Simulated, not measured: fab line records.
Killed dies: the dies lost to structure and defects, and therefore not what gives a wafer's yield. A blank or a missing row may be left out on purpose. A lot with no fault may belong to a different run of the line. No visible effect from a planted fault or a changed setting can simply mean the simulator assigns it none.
Problem report, 8D (eight disciplines) form, completed by code || flow nand-harc || the parts of the form that need people (team, actions taken, sign-off) are left out

## 1. WHAT IS WRONG
At NHARC_A_STAIRCASE_ETCH_201, run-length-s averages 54.8 s over 6 wafers from 2 lots, while fault-free wafers read 61.7 s, standard deviation 0.39. Measured from the usual mean, that is -18 standard deviations.
The step: etches the open film in C4F8/O2, target depth 100 nm, time 40.5 s.
Earliest sighting: wafer L989.2 on rie-diel-06 at day 20 20:05. The record has a number at this step for 33 wafers belonging to 11 lots. By rule, "out" or "out of limits" means more than 4 standard deviations away from the usual mean. The other wafers with a number count as sound.

## 2. WHAT IT IS, WHAT IT ISN'T
{"question": "which readings at this step", "is": "run-length-s", "is not": "oes-product-au, rf-vpp-V"}
{"question": "which lots", "is": "L989, L991", "is not": "L100, L978, L981, L982, L983, L984, L990, L996, L999"}
{"question": "which wafers of those lots", "is": "all that have a number", "is not": "-"}
{"question": "read on which tools", "is": "rie-diel-06", "is not": "rie-diel-02, rie-diel-03"}
{"question": "when", "is": "from day 20 20:05", "is not": "up to then (18 sound wafers); but 9 sound wafers of L100, L996, L999 came after"}

## 3. SUSPECTS, AND WHAT RULES EACH OUT
Counting: a tool at any process step up to the reading remains a suspect when it ran all the lots that are out and ran no sound lot after the first of those.
- rie-diel-06 at NHARC_A_STAIRCASE_TRIM_200 (chemistry O2, time 211.2 s): ruled out as a lasting fault. Following L989 (day 20 20:05), the first lot on it that is out, the sound lots L999 were run on it. With no start given for some of its lots, NHARC_A_STAIRCASE_TRIM_200 uses the hours and lot order of NHARC_A_STAIRCASE_ETCH_201.
- rie-diel-06 at NHARC_A_STAIRCASE_ETCH_201 (etches the open film in C4F8/O2, target depth 100 nm, time 40.5 s): ruled out as a lasting fault. Following L989 (day 20 20:05), the first lot on it that is out, the sound lots L999 were run on it.
Left after counting: nothing in the record.

## 4. THE CAUSE (what the simulator had put in)
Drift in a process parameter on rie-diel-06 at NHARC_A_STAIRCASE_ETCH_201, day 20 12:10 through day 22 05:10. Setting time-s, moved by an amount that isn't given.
Counting ruled it out, wrongly.

## 5. THE CHAIN OF EFFECTS, in route order
Each row: a reading whose mean over the struck wafers that have a number lies more than 3 standard deviations from the usual. Only readings whose record carries a usual standard deviation are examined. hours: median over the lots of the time between each lot's start at the first step of this table that gives one and its start at this step. sigmas: the change, counted in usual standard deviations.
{"hours": 0, "step": "NHARC_A_STAIRCASE_ETCH_201", "reading": "run-length-s", "usual": "61.7 s", "on struck wafers": 54.8, "change": -6.9, "sigmas": -18}
The process steps in it:
- NHARC_A_STAIRCASE_ETCH_201: etches the open film in C4F8/O2, target depth 100 nm, time 40.5 s.
Readings that are blank on the struck wafers while sound wafers have them: rf-fwd-power-W at NHARC_A_STAIRCASE_ETCH_201.
Later steps that measure or inspect, where all struck wafers having a row at the step show a number for every such reading and not one has moved that far: NHARC_END_SORT_01.

## 6. WHAT WOULD HAVE CAUGHT IT SOONER
The fault began at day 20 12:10; the first out-of-limits reading in this record came at day 20 20:05, 8 hours later.
